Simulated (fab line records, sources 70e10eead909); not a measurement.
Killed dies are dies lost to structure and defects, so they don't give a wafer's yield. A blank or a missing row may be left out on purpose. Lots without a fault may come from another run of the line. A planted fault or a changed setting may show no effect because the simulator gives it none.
Which tool did it? | flow nand_harc | 12 lots, 36 wafers sampled, at 2 steps of a route of 1302

WHAT THE GAUGES READ, wafer by wafer
NHARC_A_CHANNEL_HOLE_D2_OVL_MEAS_11.
lot  | measured     | on         | overlay_x_nm (nm)
L075 | day 13 03:38 | overlay-01 | -0.1 0.0 -0.5
L077 | day 14 02:28 | overlay-02 | 0.8 0.4 1.2
L079 | day 15 04:33 | overlay-01 | 0.3 0.1 -0.1
L081 | day 16 04:59 | overlay-01 | 0.3 0.1 0.1
L083 | day 17 14:11 | overlay-02 | 0.7 0.2 0.9
L085 | day 17 21:19 | overlay-01 | 0.5 0.5 0.6
L089 | day 19 05:45 | overlay-02 | 0.8 0.9 1.1
L088 | day 19 13:14 | overlay-02 | 0.1 0.1 0.0
L090 | day 20 07:08 | overlay-02 | 0.1 -0.3 0.5
L092 | day 20 15:43 | overlay-01 | 1.0 0.4 0.5
L095 | day 21 23:07 | overlay-01 | 1.2 1.2 1.2
L096 | day 22 05:49 | overlay-02 | -0.6 -0.8 -0.6

WHICH TOOL RAN EACH LOT (tool, then ch and the chambers of the sampled wafers, then the start)
lot  | NHARC_A_CHANNEL_HOLE_D2_DEP_00
L075 | acl_dep-03 ch 0, day 13 00:54
L077 | acl_dep-02 ch 0, day 14 00:22
L079 | acl_dep-02 ch 0, day 15 01:55
L081 | acl_dep-03 ch 0, day 16 02:35
L083 | acl_dep-02 ch 0, day 17 11:20
L085 | acl_dep-01 ch 0, day 17 18:35
L089 | acl_dep-03 ch 0, day 19 02:59
L088 | acl_dep-03 ch 0, day 19 10:29
L090 | acl_dep-03 ch 0, day 20 04:32
L092 | acl_dep-01 ch 0, day 20 13:56
L095 | acl_dep-03 ch 0, day 21 20:42
L096 | acl_dep-03 ch 0, day 22 03:24
- NHARC_A_CHANNEL_HOLE_D2_DEP_00: deposits aC, target thk 3100 nm.

THE ANSWER, worked out from the rows above alone
Rule: what is usual is taken from the lots themselves. Put in order of their means at a reading, lots are off if they are a third of the lots or fewer, leave a main group of 4 or more, and stand apart from it by a gap of 3 or more times the standard deviation of the main group's means; of several such gaps the widest counts. A main group whose means are all the same, to the digits that the tables above print for the reading, isn't used. A lot without any number at a reading at which 4 lots or more have one is off too. The other lots that the step has rows for count as sound.
No lot is off at any reading shown: from this, nothing can be told.

WHAT THE SIMULATOR HAD PUT IN
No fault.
